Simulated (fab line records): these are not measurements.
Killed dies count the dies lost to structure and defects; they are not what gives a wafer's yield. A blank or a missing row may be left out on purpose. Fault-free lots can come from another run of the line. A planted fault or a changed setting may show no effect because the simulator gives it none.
Split-lot trial | flow n5_finfet | 7 lots, 39 wafers read, on a route of 1938 steps

== ABOUT THE SPLIT ==
At N5_SD_EPI_P_ETCH_36 (etches SiARC in CF4, target depth 45.5 nm, time 75.8 s), the setting bias_w was moved away from the recipe's 36 W on 18 of the 39 wafers read, by -18.2% to +16.9%. The other wafers ran this setting at the recipe's value.

The split's own step is where the reading is taken.

== THE READING ==
rf_vpp_V, in V, at N5_SD_EPI_P_ETCH_36 (etches SiARC in CF4, target depth 45.5 nm, time 75.8 s). Fault-free wafers of this fab line usually give 184.0 V, standard deviation 1.2 V.

wafer  | tool, chamber at the split | bias_w as run, W | against the recipe | rf_vpp_V, V | against lot-mates on the recipe
L075.1 | rie_diel-02, 3             | 36               | recipe             | 185.6       | -
L075.2 | rie_diel-02, 0             | 38.2             | +6.1%              | 190.6       | +6.0
L075.3 | rie_diel-02, 1             | 36               | recipe             | 184.3       | -
L075.4 | rie_diel-02, 2             | 36               | recipe             | 183.9       | -
L075.5 | rie_diel-02, 1             | 38.2             | +6.1%              | 194.0       | +9.4
L075.6 | rie_diel-02, 0             | 38.2             | +6.1%              | 189.4       | +4.8
L076.1 | rie_diel-05, 0             | 36               | recipe             | 183.1       | -
L076.2 | rie_diel-05, 1             | 42.08            | +16.9%             | 204.4       | +20.4
L076.3 | rie_diel-05, 3             | 42.08            | +16.9%             | 202.1       | +18.1
L076.4 | rie_diel-05, 2             | 36               | recipe             | 184.4       | -
L076.5 | rie_diel-05, 3             | 42.08            | +16.9%             | 201.4       | +17.4
L076.6 | rie_diel-05, 0             | 36               | recipe             | 184.4       | -
L077.3 | rie_diel-06, 3             | 36               | recipe             | 184.1       | -
L077.5 | rie_diel-06, 2             | 36               | recipe             | 182.9       | -
L077.6 | rie_diel-06, 3             | 36               | recipe             | 183.8       | -
L078.1 | rie_diel-06, 3             | 36               | recipe             | 183.7       | -
L078.2 | rie_diel-06, 0             | 29.44            | -18.2%             | 161.5       | -21.6
L078.3 | rie_diel-06, 1             | 36               | recipe             | 182.3       | -
L078.4 | rie_diel-06, 2             | 29.44            | -18.2%             | 162.1       | -21.0
L078.5 | rie_diel-06, 0             | 29.44            | -18.2%             | 162.2       | -20.9
L078.6 | rie_diel-06, 3             | 36               | recipe             | 183.2       | -
L079.1 | rie_diel-05, 1             | 36               | recipe             | 183.8       | -
L079.2 | rie_diel-05, 2             | 38.16            | +6.0%              | 192.5       | +8.5
L079.3 | rie_diel-05, 0             | 38.16            | +6.0%              | 191.1       | +7.1
L079.4 | rie_diel-05, 3             | 36               | recipe             | 183.3       | -
L079.5 | rie_diel-05, 2             | 36               | recipe             | 184.9       | -
L079.6 | rie_diel-05, 3             | 38.16            | +6.0%              | 189.7       | +5.7
L087.1 | rie_diel-05, 2             | 37.99            | +5.5%              | 191.6       | +8.6
L087.2 | rie_diel-05, 3             | 36               | recipe             | 180.5       | -
L087.3 | rie_diel-05, 1             | 36               | recipe             | 184.0       | -
L087.4 | rie_diel-05, 2             | 37.99            | +5.5%              | 191.1       | +8.1
L087.5 | rie_diel-05, 3             | 37.99            | +5.5%              | 187.8       | +4.8
L087.6 | rie_diel-05, 1             | 36               | recipe             | 184.4       | -
L095.1 | rie_diel-06, 1             | 33.71            | -6.4%              | 175.1       | -8.9
L095.2 | rie_diel-06, 2             | 36               | recipe             | 183.7       | -
L095.3 | rie_diel-06, 3             | 36               | recipe             | 184.4       | -
L095.4 | rie_diel-06, 0             | 36               | recipe             | 184.0       | -
L095.5 | rie_diel-06, 0             | 33.71            | -6.4%              | 177.9       | -6.1
L095.6 | rie_diel-06, 1             | 33.71            | -6.4%              | 175.0       | -9.0

THE FIT
A straight line over all 39 wafers: rf_vpp_V changes by +1.17 V for each +1% of bias_w; r = +0.99; the points scatter about the line by 1.3 V.
The same after taking each lot's own level away (the mean of its wafers on the recipe; 39 wafers): +1.15 V for each +1%; r = +0.99; scatter 1.2 V.
The reading moves by 21 V for the largest change in bias_w, on that fit.
The lots' own levels span 182.97 to 184.60 V, that is 1.4 times the standard deviation above.
Consequently the slope shifts little with the lot-to-lot level, the two slopes agreeing.
Check: with one of the wafers moved furthest among these (-18.2%) left out of the fit, the line predicts -20.9 V for it against its lot-mates. It came out at -21.6 V against them.
Tool readings at the split's step, against how far the setting was moved: etch_rf_on_time_s r = -0.89; rf_vpp_V r = +0.99.

== OTHER SPLITS ON THESE WAFERS ==
These wafers also went through other splits before the reading. Each is held against what the fit with the lots' levels taken away leaves over:
other split on the same wafers    | wafers away from the commonest value | r with rf_vpp_V (lot level and that fit taken away)
N5_FIN_SAQP_SPACER2_ALD_28 temp_c | 18                                   | -0.06
N5_DUMMY_GATE_ETCH_32 time_s      | 9                                    | +0.40

== THE WHOLE CHAIN: every reading that the file lists as answering this split, in the file's order ==
step                | what it does                                           | reading           | change (the file's fit)              | r (the file's)
N5_SD_EPI_P_ETCH_36 | etches SiARC in CF4, target depth 45.5 nm, time 75.8 s | etch_rf_on_time_s | withheld for each +1% of the setting | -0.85
N5_SD_EPI_P_ETCH_36 | etches SiARC in CF4, target depth 45.5 nm, time 75.8 s | rf_vpp_V          | +1.15 V for each +1% of the setting  | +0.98

== THE FILE'S OWN FIT ==
rf_vpp_V changes by +1.15 V for each +1% of bias_w, r = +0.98.
